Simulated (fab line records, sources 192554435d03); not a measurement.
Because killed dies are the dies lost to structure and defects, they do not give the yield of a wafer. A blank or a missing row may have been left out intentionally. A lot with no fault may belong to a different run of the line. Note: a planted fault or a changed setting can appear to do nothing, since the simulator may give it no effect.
fab line records    flow n5_finfet
record lots=7  wafers=21
route steps=1938 shown BEOL_M3@950 BEOL_M4@1027 BEOL_M5@1112
start_h: hours from the record's first day to the start of the lot's first wafer shown    wait_h: hours elapsed since this lot's preceding step    " as in the row above    L1.1+2: several wafers, shown together as one row    - no value, or no start given    * or withheld: withheld    < > ~ a bound
route shown NAME@n: a module of which the file shows steps, and the number in the route of the first    usual: mean and standard deviation over wafers with no fault    same: alike in all rows    chamber/n: place in a boat    sites: readings site by site    _std_site: standard deviation across them    _edge_site: inner sites' mean taken away from outer sites' mean    radius_mm: for every site, how far away it sits from the centre of the wafer    mask NAME#n: copy n    behind: tool/chamber where the wafer was last shaped    hold: what put the lot on hold/how long, in hours/how the hold closed    device: the n, p or np transistor that did not switch    end of line: tests of these same wafers at the route's end    a step without rows: its recipe alone    killed: the dies lost at the first sort to structure and to defects; this is not the yield of the wafer    map: a wafer's dies, x killed, . not, _ none there
set.NAME: the setting that was run; set.NAME@STEP: the one run at that earlier step    model.NAME: the simulator's own value behind a step, which no gauge read
lots where settings were altered on purpose, with a table for each step and a row for each wafer
## steps
# step N5_BEOL_M3_ETCH_64
# recipe chemistry=N2/H2  target=SOC  target_depth_a=750  overetch_a=150  mask_material=SiARC  temp_c=40  time_s=112.5  ion_energy_ev=200  pressure_mtorr=30  source_w=840  bias_w=150  n2_flow_sccm=200  h2_flow_sccm=200
lot.wafer   tool         chamber  start_h  wait_h  set.time_s  model.SiARC_of_BEOL_M3_COAT_62.thk_nm
L075.2+3+6  rie_diel-04  3,1,2    171.08   0.0     112.5       6.8
L076.1+3    rie_diel-02  0,1      176.70   0.0     112.5       7
L076.2      "            2        "        "       112.5       6.8
L077.1      rie_diel-04  3        177.01   0.0     132.5       6
L077.2+3    "            1,0      "        "       112.5       6.8
L083.3+4    rie_diel-02  1,3      201.32   0.0     96.83       7.6
L083.5      "            0        "        "       112.5       7
L085.2+4    rie_diel-02  1,3      218.94   0.0     112.5       7
L085.6      "            0        "        "       93.06       7.8
L092.1+3    rie_diel-02  2,0      291.07   0.0     96.72       7.6
L092.6      "            0        "        "       112.5       7
L096.3      rie_diel-01  3        311.75   0.0     133.1       6
L096.4      "            0        "        "       112.5       6.8
L096.5      "            0        "        "       133.1       5.8
# step N5_BEOL_M3_STRIP_65
# recipe chemistry=N2/H2  temp_c=40  n2_flow_sccm=200  h2_flow_sccm=200  rf_frequency_hz=6e+07
# step N5_BEOL_M3_STRIP_75
# recipe chemistry=N2/H2  temp_c=40  n2_flow_sccm=200  h2_flow_sccm=200  rf_frequency_hz=6e+07
# step N5_BEOL_M3_STRIP_66
# recipe chemistry=CF4  resist=SiARC  power_w=300  bias_power_w=75  pressure_mtorr=50  cf4_flow_sccm=150  rf_frequency_hz=6e+07
# step N5_BEOL_M3_HM_OPEN_17
# recipe chemistry=Cl2/BCl3  target_depth_a=200  overetch_a=60  target=TiN  mask_material=SOC  ion_energy_ev=150  pressure_mtorr=10  icp_w=1000  bias_w=126  Cl2_flow_sccm=53.25  bcl3_flow_sccm=21.75  Ar_flow_sccm=25
lot.wafer  tool          chamber  start_h  wait_h  set.target_thk_a@BEOL_M3_HM_DEP_02  model.etch.depth_nm
L075.2+6   rie_metal-02  0,1      171.26   0.0     200                                 19.98
L075.3     "             0        "        "       200                                 20.08
L076.1     rie_metal-03  1        176.86   0.0     200                                 20.38
L076.2     "             0        "        "       173                                 17.3
L076.3     "             0        "        "       200                                 20.06
L077.1     rie_metal-03  1        177.18   0.0     207.3                               18.9
L077.2     "             0        "        "       200                                 20.22
L077.3     "             1        "        "       207.3                               20.83
L083.3     rie_metal-01  0        201.55   0.1     200                                 20.34
L083.4     "             0        "        "       200                                 20.09
L083.5     "             0        "        "       222.7                               22.46
L085.2     rie_metal-01  1        219.11   0.0     200                                 19.79
L085.4     "             0        "        "       200                                 19.96
L085.6     "             0        "        "       186.4                               18.63
L092.1     rie_metal-02  1        291.24   0.0     188.5                               18.56
L092.3     "             1        "        "       188.5                               18.54
L092.6     "             1        "        "       200                                 19.49
L096.3     rie_metal-03  0        311.95   0.1     184.8                               16.73
L096.4     "             1        "        "       200                                 20.18
L096.5     "             0        "        "       184.8                               16.52
# step N5_BEOL_M3_COAT_76
# recipe resist=underlayer  temp_c=205  time_s=60  spin_rpm=1500  resist_thk_nm=5
lot.wafer   tool            chamber  start_h  wait_h  set.spin_rpm
L075.2+3+6  litho_track-04  0        -        -       1500
L076.1      litho_track-01  0        -        -       1407
L076.2+3    "               0        "        "       1500
L077.1+3    litho_track-05  0        -        -       1500
L077.2      "               0        "        "       1588
L083.3      litho_track-01  0        -        -       1664
L083.4+5    "               0        "        "       1500
L085.2+4+6  litho_track-05  0        -        -       1500
L092.1      litho_track-05  0        -        -       1650
L092.3+6    "               0        "        "       1500
L096.3+4    litho_track-04  0        -        -       1500
L096.5      "               0        "        "       1616
# step N5_BEOL_M3_COAT_22
# recipe resist=CAR-EUV  spin_rpm=1500  resist_thk_nm=30
# step N5_BEOL_M3_EBR_24
# recipe solvent=PGMEA  ebr_width_mm=1.5
# step N5_BEOL_M3_DESCUM_33
# recipe chemistry=O2  time_s=7  source_power_w=50  bias_power_w=20  pressure_mtorr=20  rf_frequency_hz=2.712e+07  temp_c=40  resist=CAR-EUV  o2_flow_sccm=225
# step N5_BEOL_M3_ETCH_77
# recipe chemistry=N2/H2  target=underlayer  target_depth_a=65  mask_material=CAR-EUV  time_s=5.2  ion_energy_ev=200  pressure_mtorr=30  source_w=840  bias_w=150  n2_flow_sccm=200  h2_flow_sccm=200  ends=cleared
# usual etch_rf_on_time_s=5.24/0.086
lot.wafer  tool         chamber  start_h  wait_h  set.spin_rpm@BEOL_M3_COAT_76  etch_rf_on_time_s  model.etch.depth_nm
L075.2     rie_diel-01  2        172.35   0.0     1500                          5.24               5.016
L075.3     "            1        "        "       1500                          5.33               5.016
L075.6     "            3        "        "       1500                          5.30               5.017
L076.1     rie_diel-02  1        177.55   0.0     1407                          5.40               5.172
L076.2     "            2        "        "       1500                          5.16               5.023
L076.3     "            3        "        "       1500                          5.28               5.013
L077.1     rie_diel-04  2        177.96   0.0     1500                          5.39               5.001
L077.2     "            1        "        "       1588                          5.07               4.863
L077.3     "            3        "        "       1500                          5.12               5.006
L083.3     rie_diel-02  2        202.24   0.0     1664                          4.93               4.75
L083.4     "            3        "        "       1500                          5.27               5.012
L083.5     "            2        "        "       1500                          5.20               5.008
L085.2     rie_diel-04  0        220.06   0.0     1500                          5.26               5.025
L085.4     "            3        "        "       1500                          5.21               5.014
L085.6     "            1        "        "       1500                          5.30               5.026
L092.1     rie_diel-04  1        292.07   0.0     1650                          4.98               4.766
L092.3     "            2        "        "       1500                          5.43               4.998
L092.6     "            2        "        "       1500                          5.44               5.002
L096.3     rie_diel-02  3        312.73   0.0     1500                          5.25               5.015
L096.4     "            0        "        "       1500                          5.30               5.002
L096.5     "            1        "        "       1616                          5.01               4.839
# step N5_BEOL_M4_COAT_73
# recipe resist=underlayer  temp_c=205  time_s=60  spin_rpm=1500  resist_thk_nm=5
lot.wafer   tool            chamber  start_h  wait_h  set.spin_rpm
L075.2+3+6  litho_track-03  0        -        -       1500
L076.1+2    litho_track-02  0        -        -       1500
L076.3      "               0        "        "       1364
L077.1+2    litho_track-02  0        -        -       1384
L077.3      "               0        "        "       1500
L083.3+4+5  litho_track-03  0        -        -       1500
L085.2+6    litho_track-03  0        -        -       1378
L085.4      "               0        "        "       1500
L092.1+3    litho_track-01  0        -        -       1605
L092.6      "               0        "        "       1500
L096.3+4+5  litho_track-03  0        -        -       1500
# step N5_BEOL_M4_EXPOSE_08
# recipe mask_id=M4  na=0.33  source_shape=dipole  sigma_inner=0.369  sigma_outer=0.767  polarization=unpolarized  dose_mj=41.25
lot.wafer   tool            chamber  start_h  wait_h  mask  set.dose_mj
L075.2+3+6  euv_scanner-02  0        180.81   -       M4#0  41.25
L076.1+2    euv_scanner-02  0        189.73   -       M4#0  38.66
L076.3      "               0        "        "       M4#0  41.25
L077.1      euv_scanner-01  0        196.15   -       M4#0  38.89
L077.2+3    "               0        "        "       M4#0  41.25
L083.3      euv_scanner-01  0        230.47   -       M4#0  39.98
L083.4+5    "               0        "        "       M4#0  41.25
L085.2+6    euv_scanner-01  0        251.11   -       M4#0  43.7
L085.4      "               0        "        "       M4#0  41.25
L092.1+3+6  euv_scanner-01  0        308.00   -       M4#0  39.22
L096.3+5    euv_scanner-01  0        326.40   -       M4#0  41.25
L096.4      "               0        "        "       M4#0  44.14
# step N5_BEOL_M4_PEB_09
# recipe peb_temp_c=100  peb_time_s=60  resist=CAR-EUV
# step N5_BEOL_M4_DEVELOP_10
# recipe develop_time_s=30  developer=TMAH  resist=CAR-EUV  rinse_liquid=surfactant_rinse  dry=air_spin  dev_temp_c=23
# step N5_BEOL_M4_CD_MEAS_11
# recipe target_cd_nm=16.79  landing_energy_ev=500  detector=se_inlens  polarity=opening
# usual cd_nm=16.77/0.24
lot.wafer  tool       chamber  start_h  wait_h  set.dose_mj@BEOL_M4_EXPOSE_08  cd_nm
L075.2     cd_sem-02  0        180.93   -       41.25                          16.65
L075.3     "          0        "        "       41.25                          16.72
L075.6     "          0        "        "       41.25                          16.69
L076.1     cd_sem-01  0        189.87   -       38.66                          14.92
L076.2     "          0        "        "       38.66                          15.39
L076.3     "          0        "        "       41.25                          16.56
L077.1     cd_sem-03  0        196.29   -       38.89                          15.35
L077.2     "          0        "        "       41.25                          17.13
L077.3     "          0        "        "       41.25                          16.48
L083.3     cd_sem-01  0        230.59   -       39.98                          16.80
L083.4     "          0        "        "       41.25                          16.91
L083.5     "          0        "        "       41.25                          16.63
L085.2     cd_sem-03  0        251.23   -       43.7                           17.98
L085.4     "          0        "        "       41.25                          16.74
L085.6     "          0        "        "       43.7                           18.05
L092.1     cd_sem-02  0        308.13   -       39.22                          15.98
L092.3     "          0        "        "       39.22                          15.55
L092.6     "          0        "        "       39.22                          16.24
L096.3     cd_sem-01  0        326.52   -       41.25                          16.92
L096.4     "          0        "        "       44.14                          18.34
L096.5     "          0        "        "       41.25                          16.95
# step N5_BEOL_M4_DESCUM_16
# recipe chemistry=O2  time_s=7  source_power_w=50  bias_power_w=20  pressure_mtorr=20  rf_frequency_hz=2.712e+07  temp_c=40  resist=CAR-EUV  o2_flow_sccm=225
# step N5_BEOL_M4_ETCH_74
# recipe chemistry=N2/H2  target=underlayer  target_depth_a=65  mask_material=CAR-EUV  time_s=5.2  ion_energy_ev=200  pressure_mtorr=30  source_w=840  bias_w=150  n2_flow_sccm=200  h2_flow_sccm=200  ends=cleared
lot.wafer  tool         chamber  start_h  wait_h  set.spin_rpm@BEOL_M4_COAT_73  set.dose_mj@BEOL_M4_EXPOSE_08  model.BEOL_M4.cd_offset_nm  model.etch.depth_nm
L075.2     rie_diel-06  2        181.42   0.0     1500                          41.25                          0.2                         5.019
L075.3     "            3        "        "       1500                          41.25                          0                           5.006
L075.6     "            0        "        "       1500                          41.25                          0.2                         5.004
L076.1     rie_diel-03  3        190.04   0.0     1500                          38.66                          -1.2                        4.983
L076.2     "            2        "        "       1500                          38.66                          -1.4                        4.992
L076.3     "            0        "        "       1364                          41.25                          0                           5.237
L077.1     rie_diel-06  3        196.45   0.0     1384                          38.89                          -1.2                        5.2
L077.2     "            2        "        "       1384                          41.25                          0                           5.193
L077.3     "            0        "        "       1500                          41.25                          0                           5.006
L083.3     rie_diel-03  1        230.75   0.0     1500                          39.98                          -0.6                        4.988
L083.4     "            2        "        "       1500                          41.25                          0                           4.994
L083.5     "            3        "        "       1500                          41.25                          0                           5
L085.2     rie_diel-05  0        251.48   0.0     1378                          43.7                           1.2                         5.212
L085.4     "            2        "        "       1500                          41.25                          0                           5.003
L085.6     "            3        "        "       1378                          43.7                           1.2                         5.214
L092.1     rie_diel-05  2        308.29   0.0     1605                          39.22                          -1                          4.844
L092.3     "            3        "        "       1605                          39.22                          -0.8                        4.837
L092.6     "            3        "        "       1500                          39.22                          -1                          5.007
L096.3     rie_diel-05  2        326.83   0.0     1500                          41.25                          -0.2                        4.986
L096.4     "            3        "        "       1500                          44.14                          1.2                         5.011
L096.5     "            0        "        "       1500                          41.25                          0                           5.001
# step N5_BEOL_M4_ETCH_63
# recipe chemistry=CF4  target=SiARC  target_depth_a=156  mask_material=CAR-EUV  time_s=26  ion_energy_ev=80  pressure_mtorr=40  source_w=545  bias_w=36  Ar_flow_sccm=100  cf4_flow_sccm=100  ends=cleared
lot.wafer   tool         chamber  start_h  wait_h  set.dose_mj@BEOL_M4_EXPOSE_08  model.BEOL_M4.cd_offset_nm
L075.2+3+6  rie_diel-06  2,3,0    181.44   0.0     41.25                          0.2
L076.1+2    rie_diel-03  3,2      190.05   0.0     38.66                          -1.2
L076.3      "            0        "        "       41.25                          0
L077.1      rie_diel-06  3        196.46   0.0     38.89                          -1.2
L077.2+3    "            2,0      "        "       41.25                          0
L083.3      rie_diel-03  1        230.77   0.0     39.98                          -0.4
L083.4      "            2        "        "       41.25                          0.2
L083.5      "            3        "        "       41.25                          0
L085.2      rie_diel-05  0        251.50   0.0     43.7                           1.2
L085.4      "            2        "        "       41.25                          0
L085.6      "            3        "        "       43.7                           1
L092.1+6    rie_diel-05  2,3      308.31   0.0     39.22                          -1
L092.3      "            3        "        "       39.22                          -0.8
L096.3      rie_diel-05  2        326.85   0.0     41.25                          0
L096.4      "            3        "        "       44.14                          1.2
L096.5      "            0        "        "       41.25                          0.2
# step N5_BEOL_M4_ETCH_64
# recipe chemistry=N2/H2  target=SOC  target_depth_a=750  overetch_a=225  mask_material=SiARC  temp_c=40  time_s=121.9  ion_energy_ev=200  pressure_mtorr=30  source_w=840  bias_w=150  n2_flow_sccm=200  h2_flow_sccm=200
# step N5_BEOL_M4_STRIP_65
# recipe chemistry=N2/H2  temp_c=40  n2_flow_sccm=200  h2_flow_sccm=200  rf_frequency_hz=6e+07
# step N5_BEOL_M4_STRIP_75
# recipe chemistry=N2/H2  temp_c=40  n2_flow_sccm=200  h2_flow_sccm=200  rf_frequency_hz=6e+07
# step N5_BEOL_M4_STRIP_66
# recipe chemistry=CF4  resist=SiARC  power_w=300  bias_power_w=75  pressure_mtorr=50  cf4_flow_sccm=150  rf_frequency_hz=6e+07
# step N5_BEOL_M4_HM_OPEN_17
# recipe chemistry=Cl2/BCl3  target_depth_a=200  overetch_a=60  target=TiN  mask_material=SOC  ion_energy_ev=150  pressure_mtorr=10  icp_w=1000  bias_w=126  Cl2_flow_sccm=53.25  bcl3_flow_sccm=21.75  Ar_flow_sccm=25
lot.wafer  tool          chamber  start_h  wait_h  set.dose_mj@BEOL_M4_EXPOSE_08  model.BEOL_M4.cd_offset_nm
L075.2     rie_metal-03  0        181.64   0.0     41.25                          0
L075.3+6   "             1        "        "       41.25                          0.2
L076.1+2   rie_metal-03  1,0      190.25   0.0     38.66                          -1.2
L076.3     "             0        "        "       41.25                          -0.2
L077.1     rie_metal-02  0        196.67   0.0     38.89                          -1.4
L077.2     "             1        "        "       41.25                          -0.4
L077.3     "             0        "        "       41.25                          -0.2
L083.3     rie_metal-02  1        231.00   0.1     39.98                          -0.4
L083.4     "             0        "        "       41.25                          0.4
L083.5     "             1        "        "       41.25                          -0.2
L085.2+6   rie_metal-03  0        251.70   0.0     43.7                           1
L085.4     "             0        "        "       41.25                          -0.4
L092.1     rie_metal-03  0        308.51   0.0     39.22                          -1.2
L092.3     "             0        "        "       39.22                          -0.8
L092.6     "             0        "        "       39.22                          -1
L096.3     rie_metal-02  0        327.11   0.1     41.25                          -0.2
L096.4     "             0        "        "       44.14                          1.4
L096.5     "             0        "        "       41.25                          0.2
# step N5_BEOL_M4_STRIP_19
# recipe chemistry=O2  power_w=400  temp_c=40  pressure_mtorr=30  rf_frequency_hz=6e+07  bias_power_w=0  overash_fraction=0.2  o2_flow_sccm=225
# step N5_BEOL_M4_CD_MEAS_18
# recipe pitch_nm=36  target_cd_nm=18
# usual cd_nm=17.9/0.3
lot.wafer  tool       chamber  start_h  wait_h  set.dose_mj@BEOL_M4_EXPOSE_08  cd_nm
L075.2     cd_sem-01  -        181.82   0.1     41.25                          17.8
L075.3     "          -        "        "       41.25                          18.1
L075.6     "          -        "        "       41.25                          18.3
L076.1     cd_sem-02  -        190.44   0.0     38.66                          16.5
L076.2     "          -        "        "       38.66                          16.9
L076.3     "          -        "        "       41.25                          18.0
L077.1     cd_sem-02  -        196.85   0.0     38.89                          16.7
L077.2     "          -        "        "       41.25                          17.7
L077.3     "          -        "        "       41.25                          17.9
L083.3     cd_sem-02  -        231.17   0.1     39.98                          17.6
L083.4     "          -        "        "       41.25                          18.1
L083.5     "          -        "        "       41.25                          17.8
L085.2     cd_sem-01  -        251.88   0.1     43.7                           19.1
L085.4     "          -        "        "       41.25                          17.4
L085.6     "          -        "        "       43.7                           19.2
L092.1     cd_sem-03  -        308.71   0.0     39.22                          17.0
L092.3     "          -        "        "       39.22                          17.2
L092.6     "          -        "        "       39.22                          17.2
L096.3     cd_sem-01  -        327.38   0.1     41.25                          17.8
L096.4     "          -        "        "       44.14                          19.3
L096.5     "          -        "        "       41.25                          18.1
# step N5_BEOL_M4_COAT_67
# recipe resist=SOC  temp_c=250  time_s=60  spin_rpm=1500  resist_thk_nm=60
# step N5_BEOL_M4_COAT_68
# recipe resist=SiARC  temp_c=220  time_s=60  spin_rpm=1500  resist_thk_nm=12
# step N5_BEOL_M4_PRECLEAN_42
# recipe chemistry=residue_remover  time_s=60  temp_c=40
# step N5_BEOL_M4_SRD_43
# recipe time_s=30  temp_c=23  rinse_liquid=diw  dry=ipa_marangoni
# step N5_BEOL_M4_CD_MEAS_35
# recipe target_cd_nm=18  target_cd_y_nm=22.4  polarity=opening
# usual cd_nm=17.94/0.29
lot.wafer  tool       chamber  start_h  wait_h  set.dose_mj@BEOL_M4_EXPOSE_08  cd_nm
L075.2     cd_sem-01  -        185.67   0.0     41.25                          18.06
L075.3     "          -        "        "       41.25                          17.90
L075.6     "          -        "        "       41.25                          18.55
L076.1     cd_sem-01  -        206.09   0.0     38.66                          16.86
L076.2     "          -        "        "       38.66                          16.53
L076.3     "          -        "        "       41.25                          18.11
L077.1     cd_sem-03  -        206.73   0.0     38.89                          16.70
L077.2     "          -        "        "       41.25                          17.84
L077.3     "          -        "        "       41.25                          17.91
L083.3     cd_sem-01  -        243.42   0.0     39.98                          17.36
L083.4     "          -        "        "       41.25                          17.90
L083.5     "          -        "        "       41.25                          17.84
L085.2     cd_sem-02  -        279.33   0.0     43.7                           18.85
L085.4     "          -        "        "       41.25                          17.87
L085.6     "          -        "        "       43.7                           19.05
L092.1     cd_sem-02  -        333.54   0.0     39.22                          16.99
L092.3     "          -        "        "       39.22                          17.07
L092.6     "          -        "        "       39.22                          16.68
L096.3     cd_sem-02  -        358.21   0.0     41.25                          17.96
L096.4     "          -        "        "       44.14                          19.22
L096.5     "          -        "        "       41.25                          18.05
# step N5_BEOL_M5_ILD_DEP_00
# recipe material=SiCOH_lowk  target_thk_a=1406.4  temp_c=300  precursor=DEMS/porogen  pressure_torr=5  rf_w=500  time_s=25.9
lot.wafer  tool      chamber  start_h  wait_h  set.time_s  model.SiCOH_lowk_of_BEOL_M5_ILD_DEP_00.thk_nm
L075.2     pecvd-01  0        192.53   0.7     25.9        139.4
L075.3     "         2        "        "       25.9        139.6
L075.6     "         1        "        "       25.9        139.2
L076.1     pecvd-02  2        211.42   0.8     25.9        139.2
L076.2     "         1        "        "       25.9        140.4
L076.3     "         0        "        "       25.9        142
L077.1     pecvd-04  0        211.48   0.8     24.87       132.4
L077.2     "         1        "        "       25.9        138.6
L077.3     "         0        "        "       25.9        141.4
L083.3     pecvd-01  1        248.72   0.5     25.9        138.8
L083.4     "         0        "        "       25.9        140.8
L083.5     "         2        "        "       25.9        141.6
L085.2     pecvd-01  1        283.93   0.7     25.9        142
L085.4     "         2        "        "       28.94       160.2
L085.6     "         0        "        "       25.9        144.2
L092.1     pecvd-02  2        339.11   0.8     25.9        138
L092.3     "         1        "        "       27.45       148.8
L092.6     "         2        "        "       25.9        141
L096.3     pecvd-02  1        364.25   0.5     25.9        142
L096.4     "         1        "        "       29.32       161
L096.5     "         2        "        "       25.9        143
# step N5_BEOL_M5_CURE_79
# recipe temp_c=385  time_s=240  ambient=He/Ar  material=SiCOH_lowk
lot.wafer  tool        chamber  start_h  wait_h  set.time_s@BEOL_M5_ILD_DEP_00  model.SiCOH_lowk_of_BEOL_M5_ILD_DEP_00.thk_nm
L075.2+6   uv_cure-02  2        192.70   0.2     25.9                           119.8
L075.3     "           2        "        "       25.9                           120
L076.1     uv_cure-01  0        211.48   0.0     25.9                           119.6
L076.2     "           0        "        "       25.9                           120.8
L076.3     "           0        "        "       25.9                           122.2
L077.1     uv_cure-02  2        211.56   0.1     24.87                          114
L077.2     "           2        "        "       25.9                           119.2
L077.3     "           2        "        "       25.9                           121.8
L083.3     uv_cure-01  0        248.94   0.2     25.9                           119.4
L083.4     "           0        "        "       25.9                           121.2
L083.5     "           0        "        "       25.9                           121.8
L085.2     uv_cure-03  0        284.07   0.1     25.9                           122.2
L085.4     "           0        "        "       28.94                          138
L085.6     "           0        "        "       25.9                           124
L092.1     uv_cure-01  0        339.17   0.0     25.9                           118.8
L092.3     "           0        "        "       27.45                          128
L092.6     "           0        "        "       25.9                           121.2
L096.3     uv_cure-01  0        364.47   0.2     25.9                           122.2
L096.4     "           0        "        "       29.32                          138.8
L096.5     "           0        "        "       25.9                           123
# step N5_BEOL_M5_THK_MEAS_01
# recipe reads=SiCOH_lowk_of_BEOL_M5_ILD_DEP_00
# usual M5_ILD_THK=121.5/1.6
lot.wafer  tool           chamber  start_h  wait_h  set.time_s@BEOL_M5_ILD_DEP_00  M5_ILD_THK[nm]
L075.2     film_metro-01  -        193.14   0.4     25.9                           119.6
L075.3     "              -        "        "       25.9                           120.0
L075.6     "              -        "        "       25.9                           119.8
L076.1     film_metro-02  -        211.99   0.4     25.9                           119.7
L076.2     "              -        "        "       25.9                           120.8
L076.3     "              -        "        "       25.9                           122.1
L077.1     film_metro-01  -        212.07   0.4     24.87                          114.0
L077.2     "              -        "        "       25.9                           119.3
L077.3     "              -        "        "       25.9                           121.7
L083.3     film_metro-02  -        249.29   0.3     25.9                           119.4
L083.4     "              -        "        "       25.9                           121.0
L083.5     "              -        "        "       25.9                           121.8
L085.2     film_metro-02  -        284.51   0.4     25.9                           122.2
L085.4     "              -        "        "       28.94                          137.9
L085.6     "              -        "        "       25.9                           123.9
L092.1     film_metro-01  -        339.69   0.4     25.9                           118.7
L092.3     "              -        "        "       27.45                          127.9
L092.6     "              -        "        "       25.9                           121.3
L096.3     film_metro-01  -        364.82   0.3     25.9                           122.2
L096.4     "              -        "        "       29.32                          138.7
L096.5     "              -        "        "       25.9                           123.1
## key
split step=N5_BEOL_M3_ETCH_64  setting=time_s  stated=112.5  by=wafer
response step=N5_BEOL_M3_ETCH_64  reading=model.SiARC_of_BEOL_M3_COAT_62.thk_nm  change=-0.0457  per=1%  r=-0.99
split step=N5_BEOL_M3_COAT_76  setting=spin_rpm  stated=1500  by=wafer
response step=N5_BEOL_M3_ETCH_77  reading=etch_rf_on_time_s  change=*  per=1%  r=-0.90
response step=N5_BEOL_M3_ETCH_77  reading=model.etch.depth_nm  change=-0.0235  per=1%  r=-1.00
split step=N5_BEOL_M4_COAT_73  setting=spin_rpm  stated=1500  by=wafer
response step=N5_BEOL_M4_ETCH_74  reading=model.etch.depth_nm  change=-0.0257  per=1%  r=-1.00
split step=N5_BEOL_M4_EXPOSE_08  setting=dose_mj  stated=41.25  by=wafer
response step=N5_BEOL_M4_CD_MEAS_11  reading=cd_nm  change=+0.208  per=1%  r=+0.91
response step=N5_BEOL_M4_ETCH_74  reading=model.BEOL_M4.cd_offset_nm  change=+0.199  per=1%  r=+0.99
response step=N5_BEOL_M4_ETCH_63  reading=model.BEOL_M4.cd_offset_nm  change=+0.182  per=1%  r=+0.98
response step=N5_BEOL_M4_HM_OPEN_17  reading=model.BEOL_M4.cd_offset_nm  change=+0.194  per=1%  r=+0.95
response step=N5_BEOL_M4_CD_MEAS_18  reading=cd_nm  change=+0.213  per=1%  r=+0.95
response step=N5_BEOL_M4_CD_MEAS_35  reading=cd_nm  change=+0.193  per=1%  r=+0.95
split step=N5_BEOL_M5_ILD_DEP_00  setting=time_s  stated=25.9  by=wafer
response step=N5_BEOL_M5_ILD_DEP_00  reading=model.SiCOH_lowk_of_BEOL_M5_ILD_DEP_00.thk_nm  change=+1.46  per=1%  r=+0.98
response step=N5_BEOL_M5_CURE_79  reading=model.SiCOH_lowk_of_BEOL_M5_ILD_DEP_00.thk_nm  change=+1.27  per=1%  r=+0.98
response step=N5_BEOL_M5_THK_MEAS_01  reading=M5_ILD_THK  change=+1.27  per=1%  r=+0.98
split outside_this_file step=N5_BEOL_M3_HM_DEP_02 setting=target_thk_a
# split outside_this_file: this setting was split too, and the file shows its column; the key of that split is in another file
